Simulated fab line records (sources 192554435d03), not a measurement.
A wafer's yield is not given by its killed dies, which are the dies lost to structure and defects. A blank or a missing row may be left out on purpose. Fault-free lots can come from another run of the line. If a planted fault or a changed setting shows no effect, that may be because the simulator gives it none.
The same fault as seen by 3 desks	flow n5_finfet	each desk has only its own numbers; what lay behind them comes last

THE DEFECT DESK
Per lot, the means of the sampled wafers with a number show what the inspections along the route counted. If a lot's mean is further than 4 standard deviations from the usual mean, the lot is out of limits and carries the mark OUT (the distance appears in the brackets).
Columns: A = raw_defect_count at N5_FIN_SAQP_INSPECT_40, usual 233; B = raw_defect_count at N5_FIN_CUT_INSPECT_10, usual 43
lot	first seen here	A	B
L377	day 2 02:52	283	56
L380	day 3 03:05	308	57
L383	day 3 16:04	241	47
L387	day 4 14:55	182	35
L393	day 6 04:33	244	41
L394	day 6 10:04	178	44
L395	day 6 14:35	475	324 (+22) OUT
L399	day 7 14:37	265	46
L400	day 7 19:55	791 (+7.7) OUT	577 (+41) OUT
This desk's verdict: out of limits on L395, L400, starting with L395 at day 6 14:58 (raw_defect_count at N5_FIN_CUT_INSPECT_10). L377, L380, L383, L387, L393, L394, L399 stayed within limits.

THE METROLOGY DESK
What the gauges read for every lot (on any tool): the sampled wafers with a number, averaged. If a lot's mean is further than 4 standard deviations from the usual mean, the lot is out of limits and carries the mark OUT (the distance appears in the brackets). 7 of its 12 readings are shown, namely those furthest out on some lot.
Columns: A = trench_depth_nm at N5_FIN_SAQP_OCD_MEAS_76, usual 119.3 nm; B = cd_nm at N5_FIN_CUT_CD_MEAS_08, usual 29.14 nm; C = IOFF_N at N5_BEOL_M4_RC_MEAS_101, usual 0.160 nA/um; D = IOFF_P at N5_BEOL_M4_RC_MEAS_101, usual 0.21 nA/um; E = ION_P at N5_BEOL_M4_RC_MEAS_101, usual 461 uA/um; F = VT_N at N5_BEOL_M4_RC_MEAS_101, usual 249.3 mV; G = VT_P at N5_BEOL_M4_RC_MEAS_101, usual -250 mV
lot	first seen here	A	B	C	D	E	F	G
L377	day 2 02:50	119.7	29.17	0.160	0.24	475	249.3	-244
L380	day 3 03:04	121.0	29.02	0.179	0.24	460	248.8	-247
L383	day 3 16:02	117.9	29.24	0.170	0.23	465	248.1	-249
L387	day 4 14:53	119.1	29.42	0.139	0.19	457	250.7	-249
L393	day 6 04:31	117.4	29.14	0.161	0.20	453	249.7	-252
L394	day 6 10:02	118.3	28.72	0.198	0.28	473	244.7	-244
L395	day 6 14:33	120.2	29.21	0.174	0.21	458	247.6	-249
L399	day 7 14:35	117.9	29.42	0.164	0.21	458	248.3	-250
L400	day 7 19:53	121.8	29.44	0.158	0.20	459	251.7	-252
This desk's verdict: no lot among the 9 shows anything out of limits.

AT THE TOOL OWNER'S DESK: vapor_etch-01
The tool's own readings at N5_FIN_SAQP_RECESS_75 (chemistry HF/NH3, target SiO2, target depth 14.4 nm, afs cycles 3, sublimation time 60 s): means of the sampled wafers that have a number, for each lot that ran on this tool. If a lot's mean is further than 4 standard deviations from the usual mean, the lot is out of limits and carries the mark OUT (the distance appears in the brackets).
Columns: A = drypump_motor_current_A at N5_FIN_SAQP_RECESS_75, usual 5.9 A
lot	first seen here	A
L377	day 1 23:25	5.5
L380	day 2 18:59	5.5
L394	day 6 06:31	5.5
L395	day 6 10:32	5.5
L400	day 7 15:41	5.5
This desk's verdict: no lot among the 5 shows anything out of limits.

PUT TOGETHER
The defect desk could have raised an alarm at day 6 14:58, on L395, L400.
Nothing out of limits was seen by the metrology desk.
The tool owner's desk saw nothing out of limits.
The metrology desk holds a record of L395, L400, inside its limits.
On record at the tool owner's desk: L395, L400, within its limits.
The lots listed all ran N5_FIN_SAQP_RECESS_75 on vapor_etch-01.

WHAT HAD BEEN PUT IN BY THE SIMULATOR
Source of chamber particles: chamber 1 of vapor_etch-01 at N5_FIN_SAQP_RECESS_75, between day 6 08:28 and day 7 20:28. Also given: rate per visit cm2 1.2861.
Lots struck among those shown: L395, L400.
Hours from the fault's start to each desk's first reading out of limits: the defect desk, 6.
